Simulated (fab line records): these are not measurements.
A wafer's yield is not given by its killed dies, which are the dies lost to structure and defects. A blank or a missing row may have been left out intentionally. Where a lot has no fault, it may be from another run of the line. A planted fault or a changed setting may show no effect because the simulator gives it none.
Chamber matching | flow n5-finfet | N5_PMOS_HMC_CHANNEL_EPI_HM_DEP_34 on pecvd-04 has 3 sister chambers
The step deposits SiO2 from TEOS/O2, target thk 36 nm, time 6.9 s. 3 wafers are shown with their chamber, then 7 later ones without.

== WAFERS WITH THEIR CHAMBER ==
wafer  | chamber | throttle-valve-pct (%)
L086.2 | 2       | 17.3
L089.1 | 1       | 19.6
L089.5 | 0       | 17.6

== WAFERS WITH NO CHAMBER GIVEN ==
wafer  | throttle-valve-pct (%)
L089.6 | 17.7
L092.1 | 19.8
L092.2 | 17.9
L092.5 | 17.2
L095.1 | 17.4
L095.3 | 19.8
L095.4 | 19.9

== WHICH CHAMBER EACH ONE RAN IN ==
wafer  | from the rows above     | in truth
L089.6 | can't be placed: 0 or 2 | 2
L092.1 | 1                       | 1
L092.2 | can't be placed: 0 or 2 | 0
L092.5 | can't be placed: 2 or 0 | 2
L095.1 | can't be placed: 2 or 0 | 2
L095.3 | 1                       | 1
L095.4 | 1                       | 1
Placed correctly: 3 of 7. Not placeable from these rows: 4 (in 4, the candidates include the true chamber). Wrongly placed: 0.
How it was worked out, from the rows above alone: a wafer's distance from a chamber is the root of the sum, over the readings, of the square of ((its reading less the chamber's mean) divided by the reading's scatter). The wafer belongs to the nearest chamber; if the next one is less than 2 further off, it can't be placed. Each chamber's mean is taken over the wafers shown for it. The scatter: with one shown wafer a chamber, the root of the mean of the squares of how far each hidden wafer lies from its nearest shown one.
